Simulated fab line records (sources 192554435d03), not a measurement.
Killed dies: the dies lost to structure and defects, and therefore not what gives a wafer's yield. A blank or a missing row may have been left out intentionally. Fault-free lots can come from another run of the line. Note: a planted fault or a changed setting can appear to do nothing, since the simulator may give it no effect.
Split-lot study    flow n5-finfet    route with 1938 steps; 7 lots, 21 wafers read

== THE SPLIT ITSELF ==
At N5_BEOL_M8_ETCH_62 (etches SOC in N2/H2, target depth 110 nm, overetch 22 nm, time 165 s), the setting time-s was moved away from the recipe's 165 s on 10 of the 21 wafers read, by -11.7% to +14.0%. All remaining wafers had this setting at the recipe value.

The reading comes from the split's own step.

== THE READING ==
SiARC_of_BEOL_M8_COAT_60.thk-nm (the simulator's own value, which no gauge read), in nm, at N5_BEOL_M8_ETCH_62 (etches SOC in N2/H2, target depth 110 nm, overetch 22 nm, time 165 s). The file gives no usual value for it. Average 28.3 nm, standard deviation 0.19 nm, over the 11 wafers here run with the recipe.

wafer   tool, chamber at the split  time-s as run, s  against the recipe  SiARC_of_BEOL_M8_COAT_60.thk-nm, nm  against lot-mates on the recipe
L074.1  rie-diel-02, 1              188.1             +14.0%              27.4                                 -1.0
L074.2  rie-diel-02, 0              188.1             +14.0%              27                                   -1.4
L074.3  rie-diel-02, 3              165               recipe              28.4                                 -
L083.2  rie-diel-03, 0              145.7             -11.7%              29                                   +0.8
L083.6  rie-diel-03, 0              145.7             -11.7%              29                                   +0.8
L083.3  rie-diel-03, 2              165               recipe              28.2                                 -
L090.3  rie-diel-04, 3              165               recipe              28.6                                 -
L090.4  rie-diel-04, 1,0            165               recipe              28.2                                 -
L090.5  rie-diel-04, 1,0            165               recipe              28.2                                 -
L092.1  rie-diel-02, 0              165               recipe              28                                   -
L092.2  rie-diel-02, 1              165               recipe              28.2                                 -
L092.3  rie-diel-02, 3              165               recipe              28.6                                 -
L089.1  rie-diel-04, 1              179.4             +8.7%               27.8                                 -0.4
L089.2  rie-diel-04, 3              179.4             +8.7%               28                                   -0.2
L089.3  rie-diel-04, 0              165               recipe              28.2                                 -
L093.3  rie-diel-02, 0              181.2             +9.8%               27.2                                 no lot-mate on the recipe
L093.4  rie-diel-02, 0              181.2             +9.8%               27.2                                 no lot-mate on the recipe
L093.5  rie-diel-02, 1              181.2             +9.8%               27.4                                 no lot-mate on the recipe
L095.4  rie-diel-03, 1              182.5             +10.6%              27.6                                 -0.5
L095.5  rie-diel-03, 3              165               recipe              28.2                                 -
L095.6  rie-diel-03, 0              165               recipe              28                                   -
Rows listing several chambers each stand for several wafers; the file does not say which wafer went through which chamber.

FIT RESULTS
A straight line over all 21 wafers: SiARC_of_BEOL_M8_COAT_60.thk-nm changes by -0.072 nm for each +1% of time-s; r = -0.92; the points scatter about the line by 0.22 nm.
The same after taking each lot's own level away (the mean of its wafers on the recipe; 18 wafers): -0.0682 nm for each +1%; r = -0.92; scatter 0.22 nm.
According to that fit, moving time-s by its largest amount changes the reading by 0.95 nm.
The span of the lots' own levels, 28.10 to 28.40 nm, comes to 1.6 times the standard deviation stated above.
Consequently the slope shifts little with the lot-to-lot level, the two slopes agreeing.
Check: for one of the wafers moved furthest among these (+14.0%), held out of the fit, the line's prediction against its lot-mates is -0.918 nm. Against them it came out at -1 nm.

== OTHER SPLITS APPLIED TO THESE WAFERS ==
Other splits were also applied to these wafers ahead of the reading. Each is held against what the fit with the lots' levels taken away leaves over:
other split on the same wafers  wafers away from the commonest value  r with SiARC_of_BEOL_M8_COAT_60.thk-nm (lot level and that fit taken away)
N5_BEOL_M4_COAT_05 spin-rpm     3                                     +0.43
N5_BEOL_M4_ETCH_64 bias-w       10                                    -0.30
N5_BEOL_M5_VIA_ETCH_34 bias-w   6                                     +0.36
N5_BEOL_M5_ETCH_41 source-w     9                                     +0.11
N5_BEOL_M6_PECVD_70 time-s      2                                     -0.10
N5_BEOL_M7_EXPOSE_25 dose-mj    9                                     +0.00
N5_BEOL_M7_VIA_ETCH_34 bias-w   5                                     -0.46

== THE FILE'S OWN FIT ==
SiARC_of_BEOL_M8_COAT_60.thk-nm changes by -0.0654 nm for each +1% of time-s, r = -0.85.
